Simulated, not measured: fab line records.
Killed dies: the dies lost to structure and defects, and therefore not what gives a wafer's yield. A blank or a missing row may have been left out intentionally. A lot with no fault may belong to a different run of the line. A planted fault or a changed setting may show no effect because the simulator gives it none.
Comparing a struck lot with a sound one + flow nandHarc + 14 steps out of a route of 1302
Sound: these wafers, L226.1, L226.2, L226.5. Struck: wafers L233.2, L233.3, L233.4. Last of all comes the cause.
Per side, at each step with rows, come the tool, then ch with its chambers, and then its first start. Under that, the readings that differ: sound wafers + struck wafers + difference of the means + sigmas: that difference in standard deviations of wafers without a fault.
alike: readings whose means differ by less than 2 such deviations, and words and numbers that are the same on both sides. not compared: withheld readings, readings that some wafer has no value for, bounds like >300 that may hide the same value, and numbers for which the record gives no deviation and whose values overlap.
Wherever a step has rows on one side only, a row that says differs or no value, or a row with sigmas, the two part there. Numbers that don't overlap but have no deviation are shown without sigmas and don't part them. A reading that every wafer of one side lacks parts them only if that side has two wafers or more.

first, 3 steps without rows for these wafers: NHARC_A_CHANNEL_HOLE_D2_STRIP_41 (strips in N2/H2); NHARC_A_CHANNEL_HOLE_D2_STRIP_42 (strips in CF4/CHF3); NHARC_A_CHANNEL_HOLE_D2_STRIP_43 (strips in O2/COS).
NHARC_A_CHANNEL_HOLE_D2_ETCH_44: etches the open film in CF4/O2, target depth 140 nm, overetch 14 nm, time 77 s.
  sound on rieDiel-07 ch 1,2, day 15 15:05; struck on rieDiel-09 ch 0,1,3, day 18 03:29
  alike: drypumpMotorCurrentA, oesProductAu, rfVppV, showerheadPlenumPTorr, throttleValvePct
  not compared: rfHoursCounterH
NHARC_A_CHANNEL_HOLE_D2_STRIP_28: strips in O2.
  sound: rieDiel-07 ch 0,1,3; struck: rieDiel-09 ch 0,1,2
  alike: drypumpMotorCurrentA, oesProductAu, rfVppV, showerheadPlenumPTorr, throttleValvePct
  not compared: rfHoursCounterH
then, 2 steps without rows for these wafers: NHARC_A_CHANNEL_HOLE_D2_PRECLEAN_29 (cleans in SC1); NHARC_A_CHANNEL_HOLE_D2_SRD_30.
NHARC_A_CHANNEL_HOLE_D2_CD_MEAS_31:
  struck on cdSem-01, day 18 04:17; sound on cdSem-02, day 15 15:53
  alike: cdNm
NHARC_A_CHANNEL_HOLE_D2_XSEM_32:
  sound on xsem-01 ch 0, day 15 15:58; struck on xsem-01 ch 0, day 18 04:22
  alike: botCdNm, bowNm, tiltDeg
NHARC_A_CHANNEL_HOLE_D2_INSPECT_40:
  struck on defectInspect-02, day 18 04:28; sound on defectInspect-02, day 15 16:04
  alike: rawDefectCount
then, 2 steps without rows for these wafers: NHARC_A_CHANNEL_FILL_D2_PRECLEAN_00 (cleans in SC1); NHARC_A_CHANNEL_FILL_D2_SRD_01.
NHARC_A_CHANNEL_FILL_D2_ALD_02: deposits SiO2, target thk 6 nm, pulse time 10 s, ald cycles 60.
  sound on aldHk-04 ch 0,1,3, day 15 16:16; struck on aldHk-03 ch 0,1,2, day 18 04:44
  no value came back on the struck wafers for aldCycles, heaterPowerOuterW (W), heaterPowerW (W), precursorPulseHeightRel; on the sound wafers aldCycles reads 60 60 60
NHARC_A_CHANNEL_FILL_D2_ALD_03: deposits SiNx, target thk 6 nm, pulse time 60 s, ald cycles 58.
  sound: aldSinBatch-01 ch 0; struck: aldSinBatch-01 ch 0
  alike: chamberPressureTorr, precursorPulseHeightRel

## WHERE THEY PART
At NHARC_A_CHANNEL_FILL_D2_ALD_02 and nowhere else, as far as this record goes. Later steps at which nothing parts them and some readings are alike: NHARC_A_CHANNEL_FILL_D2_ALD_03.

WHY: what the simulator had put in
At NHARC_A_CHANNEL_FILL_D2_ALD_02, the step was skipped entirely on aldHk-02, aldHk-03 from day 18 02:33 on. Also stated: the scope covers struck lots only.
